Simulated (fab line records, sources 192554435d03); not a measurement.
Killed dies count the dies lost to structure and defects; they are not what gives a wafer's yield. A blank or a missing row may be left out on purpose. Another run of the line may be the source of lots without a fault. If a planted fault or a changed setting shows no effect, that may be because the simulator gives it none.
Chamber matching -- flow n5_finfet -- 4 sister chambers for N5_BEOL_M12_ETCH_59 on rie_diel-06
The step etches BARC in N2/H2, target depth 89 nm, overetch 26.7 nm, time 67.9 s. 22 wafers are shown with their chamber, then 11 later ones without.

== WAFERS PAIRED WITH THEIR CHAMBERS ==
wafer,chamber,showerhead_plenum_p_Torr (Torr),drypump_motor_current_A (A),oes_product_au (a.u.)
L074.1,2,2.72,5.7,0.80
L074.3,3,2.40,6.5,0.60
L074.6,3,2.40,6.5,0.60
L076.1,2,2.72,5.6,0.79
L076.4,3,2.40,6.5,0.60
L076.6,2,2.72,5.6,0.79
L080.1,1,2.52,5.4,0.63
L080.4,0,2.60,5.1,0.82
L080.5,3,2.40,6.4,0.59
L078.1,1,2.52,5.4,0.63
L078.2,3,2.40,6.5,0.60
L078.5,1,2.52,5.4,0.63
L082.1,2,2.71,5.6,0.76
L082.2,1,2.52,5.4,0.64
L082.5,3,2.40,6.4,0.60
L083.2,1,2.52,5.4,0.63
L083.3,0,2.60,5.1,0.79
L083.4,2,2.71,5.6,0.75
L086.1,0,2.59,5.0,0.78
L086.2,2,2.70,5.6,0.75
L086.4,1,2.52,5.4,0.63
L089.2,1,2.51,5.4,0.62

SIGNATURES, as means of the wafers listed above
reading,chamber 0,chamber 1,chamber 2,chamber 3,scatter within a chamber
showerhead_plenum_p_Torr,2.5967,2.5186,2.7133,2.4000,0.00519
drypump_motor_current_A,5.067,5.400,5.617,6.467,0.0397
oes_product_au,0.7967,0.6300,0.7733,0.5983,0.0143
Rule: a wafer lies at a distance from a chamber equal to the root of the sum of squares, over the readings, of (its reading less the chamber's mean, divided by the reading's scatter). If the next closest chamber is less than 2 further off than the closest, the wafer can't be placed; otherwise it belongs to the closest. The scatter: the root of (the sum of the squares of (reading less its chamber's mean) over the shown wafers, divided by (wafers less chambers)).

== WAFERS WITH NO CHAMBER GIVEN ==
wafer,showerhead_plenum_p_Torr (Torr),drypump_motor_current_A (A),oes_product_au (a.u.)
L089.5,2.51,5.4,0.62
L089.6,2.70,5.7,0.73
L092.1,2.70,5.6,0.74
L092.2,2.59,5.1,0.77
L092.4,2.51,5.4,0.62
L093.2,2.70,5.7,0.72
L093.5,2.59,5.0,0.76
L093.6,2.70,5.7,0.73
L097.1,2.69,5.6,0.72
L097.2,2.51,5.4,0.61
L097.5,2.51,5.4,0.62

== THE CHAMBER EACH PASSED THROUGH ==
wafer,from the rows above,in truth
L089.5,1,1
L089.6,2,2
L092.1,2,2
L092.2,0,0
L092.4,1,1
L093.2,2,2
L093.5,0,0
L093.6,2,2
L097.1,2,2
L097.2,1,1
L097.5,1,1
11 of 11 placed correctly. Not placeable from these rows: 0. 0 placed wrongly.
